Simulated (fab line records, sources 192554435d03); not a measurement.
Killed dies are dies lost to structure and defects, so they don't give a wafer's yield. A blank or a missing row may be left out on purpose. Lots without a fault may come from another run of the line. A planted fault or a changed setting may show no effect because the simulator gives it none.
Split-lot experiment | flow n5_finfet | 7 lots, 21 wafers read, on a route of 1938 steps

THE SPLIT
At N5_BEOL_M7_COAT_63 (time 60 s, resist thk 60 nm), the setting spin_rpm was moved away from the recipe's 1500 rpm on 5 of the 21 wafers read, by -8.6% to +6.3%. The other wafers ran this setting at the recipe's value.

FROM THE SPLIT TO THE READING: what the file shows between them, 4 steps
- N5_BEOL_M7_COAT_64: time 60 s, resist thk 12 nm
- N5_BEOL_M7_COAT_71: time 60 s, resist thk 5 nm
- N5_BEOL_M7_ETCH_72: etches underlayer in N2/H2, target depth 6.5 nm, time 5.2 s
- N5_BEOL_M7_ETCH_65: etches SiARC in CF4, target depth 15.6 nm, time 26 s

THE READING
etch.depth_nm (the simulator's own value, which no gauge read), in nm, at N5_BEOL_M7_ETCH_66 (etches SOC in N2/H2, target depth 80 nm, overetch 16 nm, time 120 s). The file gives no usual value for it. The 16 wafers here that ran the recipe average 60.09 nm, standard deviation 0.16 nm.

wafer  | tool, chamber at the split | spin_rpm as run, rpm | against the recipe | etch.depth_nm, nm | against lot-mates on the recipe
L076.1 | litho_track-03, 0          | 1594                 | +6.3%              | 58.08             | -1.75
L076.3 | litho_track-03, 0          | 1500                 | recipe             | 59.81             | -
L076.4 | litho_track-03, 0          | 1500                 | recipe             | 59.84             | -
L083.1 | litho_track-01, 0          | 1500                 | recipe             | 60.04             | -
L083.3 | litho_track-01, 0          | 1500                 | recipe             | 60.04             | -
L083.4 | litho_track-01, 0          | 1500                 | recipe             | 59.87             | -
L084.1 | litho_track-01, 0          | 1500                 | recipe             | 60.08             | -
L084.3 | litho_track-01, 0          | 1500                 | recipe             | 59.89             | -
L084.5 | litho_track-01, 0          | 1500                 | recipe             | 60.07             | -
L086.1 | litho_track-02, 0          | 1500                 | recipe             | 60.24             | -
L086.6 | litho_track-02, 0          | 1500                 | recipe             | 60.24             | -
L086.2 | litho_track-02, 0          | 1500                 | recipe             | 60.18             | -
L090.1 | litho_track-01, 0          | 1500                 | recipe             | 60.23             | -
L090.4 | litho_track-01, 0          | 1500                 | recipe             | 60.22             | -
L090.6 | litho_track-01, 0          | 1500                 | recipe             | 60.21             | -
L096.1 | litho_track-03, 0          | 1583                 | +5.5%              | 58.64             | -1.52
L096.3 | litho_track-03, 0          | 1583                 | +5.5%              | 58.77             | -1.39
L096.4 | litho_track-03, 0          | 1500                 | recipe             | 60.16             | -
L097.2 | litho_track-03, 0          | 1371                 | -8.6%              | 62.88             | +2.52
L097.4 | litho_track-03, 0          | 1500                 | recipe             | 60.36             | -
L097.5 | litho_track-03, 0          | 1371                 | -8.6%              | 62.99             | +2.63

THE FIT
A straight line over all 21 wafers: etch.depth_nm changes by -0.309 nm for each +1% of spin_rpm; r = -0.99; the points scatter about the line by 0.19 nm.
The same after taking each lot's own level away (the mean of its wafers on the recipe; 21 wafers): -0.287 nm for each +1%; r = -1.00; scatter 0.075 nm.
On that fit, the largest move of spin_rpm shifts the reading by 2.5 nm.
The lots' own levels span 59.825 to 60.360 nm, that is 3.3 times the standard deviation above.
So the lot-to-lot level changes the slope little: the two slopes agree.
Check: with one of the wafers moved furthest among these (-8.6%) left out of the fit, the line predicts +2.48 nm for it against its lot-mates. It came out at +2.52 nm against them.

OTHER SPLITS ON THESE WAFERS
These wafers also went through other splits before the reading. Each is held against what the fit with the lots' levels taken away leaves over:
other split on the same wafers    | wafers away from the commonest value | r with etch.depth_nm (lot level and that fit taken away)
N5_BEOL_M6_HM_DEP_02 target_thk_a | 7                                    | -0.14
N5_BEOL_M7_ETCH_62 source_w       | 9                                    | -0.17

THE WHOLE CHAIN: every reading that the file lists as answering this split, in the file's order
step               | what it does                                                        | reading                                                                        | change (the file's fit)               | r (the file's)
N5_BEOL_M7_COAT_63 | time 60 s, resist thk 60 nm                                         | SOC_of_BEOL_M7_COAT_63.thk_nm (the simulator's own value, which no gauge read) | -0.286 nm for each +1% of the setting | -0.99
N5_BEOL_M7_ETCH_66 | etches SOC in N2/H2, target depth 80 nm, overetch 16 nm, time 120 s | etch.depth_nm (the simulator's own value, which no gauge read)                 | -0.286 nm for each +1% of the setting | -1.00

THE FILE'S OWN FIT
etch.depth_nm changes by -0.286 nm for each +1% of spin_rpm, r = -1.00.
